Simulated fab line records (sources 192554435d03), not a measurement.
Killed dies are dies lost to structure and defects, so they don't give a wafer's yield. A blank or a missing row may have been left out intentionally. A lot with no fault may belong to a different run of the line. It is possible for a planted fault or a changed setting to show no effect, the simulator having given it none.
Chamber matching | flow n5 finfet | rie diel-04 running N5_BEOL_M11_STRIP_36: 4 sister chambers
The step strips in N2/H2. 4 wafers are shown with their chamber, then 10 later ones without.

## WAFERS PAIRED WITH THEIR CHAMBERS
wafer  | chamber | throttle valve pct (%)
L085.1 | 2       | 23.08
L085.2 | 3       | 23.36
L090.3 | 0       | 23.35
L090.4 | 1       | 23.81

## WAFERS WITHOUT THEIR CHAMBER
wafer  | throttle valve pct (%)
L090.5 | 23.08
L089.1 | 23.36
L089.2 | 23.76
L089.6 | 23.38
L094.1 | 23.05
L094.2 | 23.82
L094.4 | 23.82
L093.1 | 23.09
L093.2 | 23.39
L093.5 | 23.89

## WHICH CHAMBER EACH WENT THROUGH
wafer  | from the rows above     | in truth
L090.5 | 2                       | 2
L089.1 | can't be placed: 3 or 0 | 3
L089.2 | 1                       | 1
L089.6 | can't be placed: 3 or 0 | 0
L094.1 | 2                       | 2
L094.2 | 1                       | 1
L094.4 | 1                       | 1
L093.1 | 2                       | 2
L093.2 | can't be placed: 3 or 0 | 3
L093.5 | 1                       | 1
Placed correctly: 7 of 10. Unplaceable from these rows: 3, with the true chamber sitting among the candidates in 3. 0 placed wrongly.
How it was worked out, from the rows above alone: a wafer's distance from a chamber is the root of the sum, over the readings, of the square of ((its reading less the chamber's mean) divided by the reading's scatter). The wafer belongs to the nearest chamber; if the next one is less than 2 further off, it can't be placed. For every chamber, the mean is computed from those of its wafers that are shown. The scatter: with one shown wafer a chamber, the root of the mean of the squares of how far each hidden wafer lies from its nearest shown one.
